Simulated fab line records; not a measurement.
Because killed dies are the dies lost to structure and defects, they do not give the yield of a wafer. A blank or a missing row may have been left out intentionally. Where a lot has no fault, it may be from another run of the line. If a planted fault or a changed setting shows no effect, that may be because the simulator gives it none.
2 desks, one fault + flow n5 finfet + each desk has only its own numbers; what lay behind them comes last

FROM THE METROLOGY DESK
What the gauges read for every lot (on any tool): the sampled wafers with a number, averaged. Marked OUT: a lot whose mean sits more than 4 standard deviations from the usual mean, which makes it out of limits; the brackets give that distance.
Columns: A = M13_THK at N5_BEOL_M13_THK_MEAS_50, usual 417 nm; B = M13_RS at N5_BEOL_M13_RS_MEAS_54, usual 0.0447 ohm/sq
| lot  | first seen here | A   | B      |
|------|-----------------|-----|--------|
| L709 | day 11 09:18    | 419 | 0.0436 |
| L707 | day 11 12:01    | 421 | 0.0445 |
| L718 | day 14 18:46    | 410 | 0.0453 |
| L719 | day 14 19:29    | 419 | 0.0448 |
| L724 | day 14 20:07    | 422 | 0.0450 |
| L720 | day 14 22:19    | 425 | 0.0443 |
| L729 | day 16 22:05    | 410 | 0.0448 |
Finding of this desk: none of the 7 lots has anything out of limits.

THE TOOL OWNER'S DESK: pecvd-04
The tool's own readings at N5_BEOL_M13_DEP_53 (deposits SiCN from 3MS/NH3, target thk 50 nm, time 17.8 s): means of the sampled wafers that have a number, for each lot that ran on this tool. Marked OUT: a lot whose mean sits more than 4 standard deviations from the usual mean, which makes it out of limits; the brackets give that distance.
Columns: A = showerhead plenum p Torr at N5_BEOL_M13_DEP_53, usual 4.159 Torr; B = throttle valve pct at N5_BEOL_M13_DEP_53, usual 18.3 %
| lot  | first seen here | A     | B    |
|------|-----------------|-------|------|
| L709 | day 11 09:23    | 4.165 | 18.2 |
| L718 | day 14 18:50    | 4.154 | 18.5 |
| L719 | day 14 19:32    | 4.171 | 18.0 |
| L720 | day 14 22:23    | 4.130 | 18.6 |
Finding of this desk: none of the 4 lots has anything out of limits.

BROUGHT TOGETHER
Metrology desk: nothing out of limits seen.
Nothing out of limits was seen by the tool owner's desk.

WHAT THE SIMULATOR PUT IN
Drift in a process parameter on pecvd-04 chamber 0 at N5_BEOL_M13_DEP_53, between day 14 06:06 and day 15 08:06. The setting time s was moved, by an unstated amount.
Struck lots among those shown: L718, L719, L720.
